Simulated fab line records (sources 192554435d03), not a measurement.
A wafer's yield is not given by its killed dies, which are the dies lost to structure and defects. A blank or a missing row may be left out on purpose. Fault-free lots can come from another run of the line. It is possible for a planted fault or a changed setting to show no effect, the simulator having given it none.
fab line records ; flow n5_finfet
record: lots: 3; wafers: 9; last_day: 18
route steps=1938 shown BEOL_M10@1500 BEOL_M11@1536 BEOL_M15@1830
lots that met no fault: from a run of the same line without faults
start_h: the number of hours between the record's first day and the start of the first shown wafer of the lot ; wait_h: hours elapsed since this lot's preceding step ; " unchanged from the row above ; L1.1+2: several wafers, shown together as one row ; - no value, or no start was given ; * or withheld: withheld ; < > ~ a bound
route shown NAME@n: names a module that has steps shown in the file, with the first one's number in the route ; usual: mean/standard deviation of fault-free wafers ; same: alike in all rows ; chamber/n: place in a boat ; sites: per-site readings ; _std_site: the values' standard deviation ; _edge_site: the outer-site mean with the inner-site mean subtracted ; radius_mm: for every site, how far away it sits from the centre of the wafer ; mask NAME#n: copy n ; behind: the last tool/chamber to shape the wafer ; hold: cause of the lot's hold/its duration in hours/its outcome ; device: whichever transistor did not switch (one of n, p or np) ; end of line: tests of these same wafers at the route's end ; a step given without rows: its recipe and nothing more ; killed: dies that structure and defects cost at the first sort, which is not the same as the wafer's yield ; map: per-die view of a wafer (x killed, . not killed, _ where there is no die)
set.NAME: the setting as run; set.NAME@STEP: as run at that earlier step ; model.NAME: the simulator's own value behind a step, which no gauge read
lots seen at some steps along the route; tables by step, rows by wafer
services: a tool's chamber out of use, with start hour (start_h, from the record's first day; less than 0 if before it), hours out, and reason
== steps ==
step: N5_BEOL_M10_PEB_26
recipe: peb_temp_c: withheld; peb_time_s: 60; resist: CAR-ArF
step: N5_BEOL_M10_DEVELOP_27
recipe: develop_time_s: 30; developer: TMAH; resist: CAR-ArF; rinse_liquid: diw; dry: air_spin; dev_temp_c: 23
step: N5_BEOL_M10_DESCUM_33
recipe: chemistry: O2; time_s: 7.9; source_power_w: 50; bias_power_w: 20; pressure_mtorr: 20; rf_frequency_hz: 2.712e+07; temp_c: 40; resist: CAR-ArF; o2_flow_sccm: 225
step: N5_BEOL_M10_ETCH_65
recipe: chemistry: CF4; target: SiARC; target_depth_a: 390; mask_material: CAR-ArF; time_s: 65; ion_energy_ev: 80; pressure_mtorr: 40; source_w: 545; bias_w: 36; Ar_flow_sccm: 100; cf4_flow_sccm: 100; ends: cleared
step: N5_BEOL_M10_ETCH_66
recipe: chemistry: N2/H2; target: SOC; target_depth_a: 1200; overetch_a: 240; mask_material: SiARC; temp_c: 40; time_s: 180; ion_energy_ev: 200; pressure_mtorr: 30; source_w: 840; bias_w: 150; n2_flow_sccm: 200; h2_flow_sccm: 200
step: N5_BEOL_M10_STRIP_69
recipe: chemistry: N2/H2; temp_c: 40; n2_flow_sccm: 200; h2_flow_sccm: 200; rf_frequency_hz: 6e+07
step: N5_BEOL_M10_VIA_ETCH_34
recipe: chemistry: C4F6/O2; target: SiCOH_lowk; target_depth_a: 1845; mask_material: SOC; taper_deg: 4; time_s: 69.2; ion_energy_ev: 250; pressure_mtorr: 30; source_w: 345; bias_w: 185; Ar_flow_sccm: 300; C4F6_flow_sccm: 10; O2_flow_sccm: 10
step: N5_BEOL_M10_STRIP_73
recipe: chemistry: C4F6/O2; resist: SiARC; rf_frequency_hz: 6e+07
step: N5_BEOL_M10_STRIP_36
recipe: chemistry: N2/H2; power_w: 450; temp_c: 40; pressure_mtorr: 20; rf_frequency_hz: 6e+07; overash_fraction: 0.3; bias_power_w: 7; h2_frac: 0.5; n2_flow_sccm: 200; h2_flow_sccm: 200
step: N5_BEOL_M10_TRENCH_ETCH_37
recipe: chemistry: C4F6/O2; target_depth_a: 1488.3; target: SiCOH_lowk; time_s: 48; ion_energy_ev: 250; pressure_mtorr: 30; source_w: 345; bias_w: 185; Ar_flow_sccm: 300; C4F6_flow_sccm: 10; O2_flow_sccm: 10
usual: C4F6_flow_sccm: 10.005/0.029; bias_w: 185.0/0.55; drypump_motor_current_A: 5.6/0.41; oes_o_777_au: 0.82/0.075; oes_product_au: 0.82/0.078; rf_fwd_power_W: 341.5/1.3; rf_vpp_V: 662/19; run_length_s: 71.3/0.36; showerhead_plenum_p_Torr: 2.83/0.09; throttle_valve_pct: 20.78/0.21
lot.wafer;tool;chamber;start_h;wait_h;C4F6_flow_sccm;bias_w;drypump_motor_current_A;oes_o_777_au;oes_product_au;rf_fwd_power_W;rf_hours_counter_h;rf_vpp_V;run_length_s;showerhead_plenum_p_Torr;throttle_valve_pct;model.etch.depth_nm;model.BEOL_M10.feature_depth_nm;model.TiN_of_BEOL_M10_HM_DEP_02.thk_nm
L586.1;rie_diel-06;2;300.60;-;10.035;185.7;5.8;0.84;0.83;341.2;104;661;71.3;2.87;20.85;155.7;155.8;15.8
L586.3;rie_diel-06;1;300.60;-;10.034;184.8;6.3;0.91;0.85;342.4;65;639;70.8;2.97;20.72;150.9;150.8;15.6
L586.5;rie_diel-06;0;300.60;-;10.017;185.1;5.2;0.69;0.68;343.7;-;643;86.5;2.93;20.80;194.5;194.6;15
L594.1;rie_diel-04;1;346.48;-;9.991;186.2;5.9;0.80;0.86;342.6;45;696;70.8;2.91;21.00;155.2;155.2;15.4
L594.3;rie_diel-04;3;346.48;-;10.003;185.8;5.1;0.76;0.77;342.4;144;643;71.2;2.75;21.14;146;146;16
L594.4;rie_diel-04;0;346.48;-;9.954;185.7;6.0;0.75;0.75;337.8;177;646;71.3;2.74;20.87;148.9;149;16
L598.2;rie_diel-06;2;371.67;-;10.019;184.5;5.8;0.81;0.80;343.4;132;661;71.8;2.86;20.88;156;156;15.2
L598.5;rie_diel-06;0;371.67;-;10.015;185.0;5.2;0.96;0.98;341.6;-;682;71.1;2.92;20.54;155.7;155.6;15.4
L598.6;rie_diel-06;3;371.67;-;10.072;185.0;5.0;0.78;0.78;342.0;-;641;71.8;2.74;20.95;146.5;146.6;15.8
step: N5_BEOL_M10_ETCH_41
recipe: chemistry: CH3F/O2; target: SiCN; target_depth_a: 426; taper_deg: 2; time_s: 86; ion_energy_ev: 120; mask_material: TiN; pressure_mtorr: 30; source_w: 395; bias_w: 75; Ar_flow_sccm: 150; CH3F_flow_sccm: 30; O2_flow_sccm: 20
step: N5_BEOL_M10_STRIP_77
recipe: chemistry: N2/H2; time_s: 10; power_w: 450; temp_c: 40; pressure_mtorr: 20; rf_frequency_hz: 6e+07; bias_power_w: 7; n2_flow_sccm: 200; h2_flow_sccm: 200
step: N5_BEOL_M10_OCD_MEAS_38
usual: trench_depth_nm: 150/3.4
lot.wafer;tool;chamber;start_h;wait_h;trench_depth_nm
L586.1;ocd-02;-;300.79;-;156
L586.3;ocd-02;-;300.79;-;151
L586.5;ocd-02;-;300.79;-;195
L594.1;ocd-01;-;346.66;-;155
L594.3;ocd-01;-;346.66;-;146
L594.4;ocd-01;-;346.66;-;149
L598.2;ocd-01;-;371.86;-;156
L598.5;ocd-01;-;371.86;-;156
L598.6;ocd-01;-;371.86;-;146
step: N5_BEOL_M10_HM_STRIP_39
recipe: chemistry: peroxide_tin_strip; material: TiN; target_depth_a: 250; temp_c: 50; time_s: 158
step: N5_BEOL_M10_SRD_40
recipe: time_s: 30; temp_c: 23; rinse_liquid: diw; dry: ipa_marangoni
step: N5_BEOL_M10_PRECLEAN_42
recipe: chemistry: residue_remover; time_s: 60; temp_c: 40
step: N5_BEOL_M10_SRD_43
recipe: time_s: 30; temp_c: 23; rinse_liquid: diw; dry: ipa_marangoni
step: N5_BEOL_M10_CURE_72
recipe: temp_c: 370; time_s: 120; ambient: DMADMS/He; material: SiCOH_lowk
step: N5_BEOL_M10_DEGAS_44
recipe: ambient: vacuum; temp_c: 250; time_s: 60
step: N5_BEOL_M10_PRE_CLEAN_45
recipe: gas: H2/He; time_s: 30; temp_c: 250
step: N5_BEOL_M10_ALD_74
recipe: material: TaN; target_thk_a: 20; temp_c: 275; ald_precursor_family: PDMAT; ald_co_reactant: NH3; pressure_torr: 3; carrier_flow_sccm: 1500; pulse_time_s: 2; purge_time_s: 3; co_reactant_purge_time_s: 2; co_reactant_pulse_time_s: 3; ald_cycles: 40; precursor_vessel_temp_c: 75; precursor_vessel_pressure_torr: 26.25; precursor_vessel_carrier_sccm: 1000
step: N5_BEOL_M10_SURFACE_TREAT_76
recipe: gas: Ar; time_s: *; ion_energy_ev: *; ion_current_ma_cm2: 0.5; pressure_mtorr: *; ar_flow_sccm: 30
step: N5_BEOL_M10_CVD_75
recipe: material: Co; target_thk_a: 20; temp_c: withheld; precursor: CCTBA/H2; pressure_torr: 30; time_s: 138.9
step: N5_BEOL_M10_SPUTTER_48
recipe: material: Cu; target_thk_a: 120; temp_c: -20; bias_v: 60; power_w: 26000; chamber_pressure_pa: 0.13; time_s: 2
step: N5_BEOL_M10_ECD_50
recipe: material: Cu; target_thk_a: 3180
step: N5_BEOL_M10_ANNEAL_51
recipe: temp_c: 225; time_s: 90; ambient: N2
step: N5_BEOL_M10_CMP_52
recipe: stop_on: SiCOH_lowk; t_overpolish_s: 7; down_force_psi: 1; platen_rpm: 50; clearing_platen_down_force_psi: 1.5; clearing_platen_rpm: 50; post_cmp_clean: cu_alkaline; target_thk_nm: 140; clearing_platen_pad_velocity_m_s: 0.99484; pad_velocity_m_s: 0.99484
usual: motor_current_A: 5.7/0.64; slurry_filter_dp_kPa: 13.50/0.16
lot.wafer;tool;chamber;start_h;wait_h;motor_current_A;slurry_filter_dp_kPa;model.Cu_of_BEOL_M10_ECD_50.thk_nm
L586.1;cmp-01;1;302.96;0.3;4.8;13.19;145.8
L586.3;cmp-01;0;302.96;0.3;6.5;13.70;141.6
L586.5;cmp-01;1;302.96;0.3;4.9;13.06;184.8
L594.1;cmp-01;2;350.19;0.3;6.1;13.67;147.8
L594.4;cmp-01;3;350.19;0.3;4.6;13.29;139.6
L594.3;cmp-01;0;350.19;0.3;6.6;13.76;136.6
L598.2;cmp-03;3;373.52;0.2;6.3;13.28;148.4
L598.6;cmp-03;2;373.52;0.2;5.5;13.44;137.8
L598.5;cmp-03;3;373.52;0.2;6.1;13.58;147
step: N5_BEOL_M10_THK_MEAS_53
recipe: thk_meas_gauge: xrf; reads: Cu_of_BEOL_M10_ECD_50
usual: M10_THK: 143/3.7
lot.wafer;tool;chamber;start_h;wait_h;M10_THK[nm]
L586.1;film_metro-02;-;303.26;-;147
L586.3;film_metro-02;-;303.26;-;144
L586.5;film_metro-02;-;303.26;-;187
L594.1;film_metro-02;-;350.48;-;149
L594.3;film_metro-02;-;350.48;-;138
L594.4;film_metro-02;-;350.48;-;141
L598.2;film_metro-02;-;373.77;-;150
L598.5;film_metro-02;-;373.77;-;150
L598.6;film_metro-02;-;373.77;-;140
step: N5_BEOL_M10_PRE_CLEAN_55
recipe: gas: NH3; time_s: 15; temp_c: withheld; rf_power_w: 300
step: N5_BEOL_M10_DEP_56
recipe: material: SiCN; target_thk_a: 150; temp_c: withheld; precursor: 3MS/NH3; pressure_torr: 3; rf_w: 202; time_s: 26.5
step: N5_BEOL_M10_RS_MEAS_57
recipe: thk_meas_gauge: four-point-probe; reads: Cu_of_BEOL_M10_ECD_50+Co_of_BEOL_M10_CVD_75+TaN_of_BEOL_M10_ALD_74
usual: M10_RS: 0.150/0.0042
lot.wafer;tool;chamber;start_h;wait_h;M10_RS[ohm/sq]
L586.1;film_metro-02;-;303.42;0.1;0.144
L586.3;film_metro-02;-;303.42;0.1;0.149
L586.5;film_metro-02;-;303.42;0.1;0.111
L594.1;film_metro-02;-;350.62;0.1;0.142
L594.3;film_metro-02;-;350.62;0.1;0.155
L594.4;film_metro-02;-;350.62;0.1;0.151
L598.2;film_metro-01;-;373.91;0.1;0.141
L598.5;film_metro-01;-;373.91;0.1;0.143
L598.6;film_metro-01;-;373.91;0.1;0.153
step: N5_BEOL_M11_ILD_DEP_00
recipe: material: SiCOH_lowk; target_thk_a: 3085.1; temp_c: 300; precursor: DEMS/porogen; pressure_torr: 5; rf_w: 500; time_s: 58
step: N5_BEOL_M11_CURE_71
recipe: temp_c: 385; time_s: 240; ambient: He/Ar; material: SiCOH_lowk
step: N5_BEOL_M11_PECVD_70
recipe: material: SiO2; target_thk_a: 200; temp_c: 400; precursor: TEOS/O2; pressure_torr: 5.5; rf_w: 450; teos_flow_sccm: 53.8; gas: O2; flow_sccm: 3000; time_s: 22.7
step: N5_BEOL_M11_HM_DEP_02
recipe: material: TiN; target_thk_a: 200; temp_c: 25; chamber_pressure_pa: 0.49996
step: N5_BEOL_M11_COAT_59
recipe: resist: SOC; temp_c: 250; time_s: 60; spin_rpm: 1500; resist_thk_nm: 100
step: N5_BEOL_M15_RC_MEAS_101
usual: COMB_M11: 1.5e-11/3.2e-12; COMB_M12: 6.4e-12/1.4e-12; COMB_M13: 5e-12/9.5e-13; COMB_M14: 3.6e-12/1e-12; COMB_M15: 2.5e-12/7.3e-13; COMB_M5: 3.7e-11/7.9e-12; COMB_M6: 2.3e-11/4.6e-12; COMB_M7: 2.5e-11/4.8e-12; COMB_M8: 2.5e-11/5.3e-12; COMB_M9: 1.4e-11/3e-12; SERP_M10: 3.02/0.1; SERP_M10_max_site: 3.10/0.11; SERP_M11: 3.09/0.093; SERP_M12: 0.644/0.021; SERP_M12_max_site: 0.657/0.022; SERP_M13: 0.313/0.0081; SERP_M14: 0.160/0.0057; SERP_M5: 39.0/2.2; SERP_M6: 13.8/0.78; SERP_M7: 14.0/0.75; SERP_M8: 14.0/0.76; SERP_M8_max_site: 14.5/0.82; SERP_M9: 3.09/0.11
lot.wafer;tool;chamber;start_h;wait_h;COMB_M11[S/m];COMB_M12[S/m];COMB_M13[S/m];COMB_M14[S/m];COMB_M15[S/m];COMB_M5[S/m];COMB_M6[S/m];COMB_M7[S/m];COMB_M8[S/m];COMB_M9[S/m];SERP_M10[ohm/um];SERP_M10_max_site[ohm/um];SERP_M11[ohm/um];SERP_M12[ohm/um];SERP_M12_max_site[ohm/um];SERP_M13[ohm/um];SERP_M14[ohm/um];SERP_M5[ohm/um];SERP_M6[ohm/um];SERP_M7[ohm/um];SERP_M8[ohm/um];SERP_M8_max_site[ohm/um];SERP_M9[ohm/um]
L586.1;prober-02;0;340.26;0.0;1.3e-11;7.2e-12;4.7e-12;5.3e-12;1.9e-12;5.6e-11;2.8e-11;2.5e-11;3.3e-11;1.2e-11;2.86;2.96;3.07;0.662;0.681;0.300;0.165;40.7;14.0;13.9;14.2;14.3;2.97
L586.3;prober-02;0;340.26;0.0;1.3e-11;6.1e-12;5.7e-12;4.2e-12;3.9e-12;2.5e-11;3.5e-11;2.5e-11;2.9e-11;1.4e-11;3.03;3.11;3.19;0.642;0.654;0.301;0.152;40.5;14.8;14.6;14.2;14.8;2.88
L586.5;prober-02;0;340.26;0.0;1.7e-11;5.3e-12;4.1e-12;4.4e-12;2.4e-12;3.9e-11;2.6e-11;2.2e-11;2.5e-11;1.2e-11;2.13;2.21;3.18;0.629;0.647;0.323;0.157;39.1;14.6;14.0;13.3;14.0;3.03
L594.1;prober-01;0;383.05;0.0;1.7e-11;3.8e-12;4.8e-12;2.8e-12;2.4e-12;2.9e-11;2.1e-11;2.2e-11;2e-11;1.2e-11;2.88;2.93;2.98;0.644;0.654;0.299;0.148;37.6;14.8;14.2;14.3;15.2;3.12
L594.3;prober-01;0;383.05;0.0;1.5e-11;7.7e-12;5.4e-12;2.8e-12;2e-12;4.1e-11;2e-11;2.7e-11;2.3e-11;1.7e-11;3.13;3.22;3.11;0.629;0.642;0.312;0.170;37.4;13.1;14.3;14.2;14.8;3.11
L594.4;prober-01;0;383.05;0.0;1.4e-11;7.4e-12;4.2e-12;2.4e-12;2.1e-12;4.7e-11;2.4e-11;2.5e-11;2.1e-11;1.2e-11;3.12;3.19;3.03;0.663;0.671;0.326;0.151;38.4;14.0;15.4;14.1;14.8;3.25
L598.2;prober-02;0;412.52;0.2;1.4e-11;7.8e-12;5.6e-12;2.1e-12;2.4e-12;4.4e-11;3.9e-11;2.5e-11;2.4e-11;1.4e-11;2.84;2.88;2.96;0.620;0.636;0.315;0.162;37.7;14.1;14.1;14.4;15.4;2.94
L598.5;prober-02;0;412.52;0.2;1.3e-11;7.2e-12;5.2e-12;4e-12;2.6e-12;4e-11;3.6e-11;2.5e-11;3.7e-11;1.3e-11;2.89;3.10;3.07;0.622;0.636;0.315;0.160;36.5;14.5;13.7;15.6;16.1;3.05
L598.6;prober-02;0;412.52;0.2;2.6e-11;8.9e-12;6.1e-12;2.4e-12;3.3e-12;5.7e-11;2.3e-11;3.8e-11;2.3e-11;1.2e-11;3.15;3.21;3.15;0.605;0.621;0.306;0.161;38.6;13.9;14.5;13.4;13.7;2.93
sites SERP_M10 radius_mm=0,75,75,75,75,140,140,140,140
L586.1 2.96 2.96 2.86 2.90 2.93 2.83 2.73 2.78 2.79
L594.1 2.92 2.89 2.93 2.92 2.88 2.79 2.83 2.74 2.83
L598.2 2.77 2.79 2.84 2.81 2.87 2.87 2.82 2.84 2.88
== services ==
tool;chamber;start_h;hours;kind
cmp-01;-;283.72;1.5;repair
cmp-03;-;306.40;12.4;repair
cmp-01;-;307.11;0.3;repair
rie_diel-06;0;311.12;-;clean
rie_diel-06;0;311.12;-;consumable_replace:esc
rie_diel-06;0;311.12;-;consumable_replace:focus_ring
rie_diel-06;0;311.12;22.7;scheduled_down
rie_diel-06;0;311.12;22.7;vent_cycle
cmp-03;-;327.81;1.2;repair
cmp-03;-;334.16;4.0;pm
cmp-03;-;341.96;12.1;pm
rie_diel-04;2;353.14;-;clean
rie_diel-04;2;353.14;-;consumable_replace:focus_ring
rie_diel-04;2;353.14;12.5;scheduled_down
rie_diel-04;2;353.14;12.5;vent_cycle
== key ==
first_sign: step: N5_BEOL_M10_TRENCH_ETCH_37; reading: run_length_s; direction: up; sigmas: 42; usual: *; struck: *
effect: step: N5_BEOL_M10_OCD_MEAS_38; reading: trench_depth_nm; direction: up; sigmas: 13; usual: 150; struck: 195
effect: step: N5_BEOL_M10_THK_MEAS_53; reading: M10_THK; direction: up; sigmas: 12; usual: 143; struck: 187
effect: step: N5_BEOL_M10_RS_MEAS_57; reading: M10_RS; direction: down; sigmas: 9.2; usual: 0.150; struck: 0.111
effect: step: N5_BEOL_M15_RC_MEAS_101; reading: SERP_M10; direction: down; sigmas: 9; usual: 3.02; struck: 2.13
model_effect: step: N5_BEOL_M10_TRENCH_ETCH_37; value: etch.depth_nm; without: 147.3; struck: 194.5
model_effect: step: N5_BEOL_M10_CMP_52; value: Cu_of_BEOL_M10_ECD_50.thk_nm; without: 137.6; struck: 184.8
met_at N5_BEOL_M10_TRENCH_ETCH_37
struck_wafers L586.5
fault: kind: process_parameter_drift; tool: rie_diel-06; chamber: 0; onset_h: 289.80; steps: N5_BEOL_M10_TRENCH_ETCH_37; channel: time_s; offset: *; shape: step; end_h: 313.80; acts_in: *; stated: *
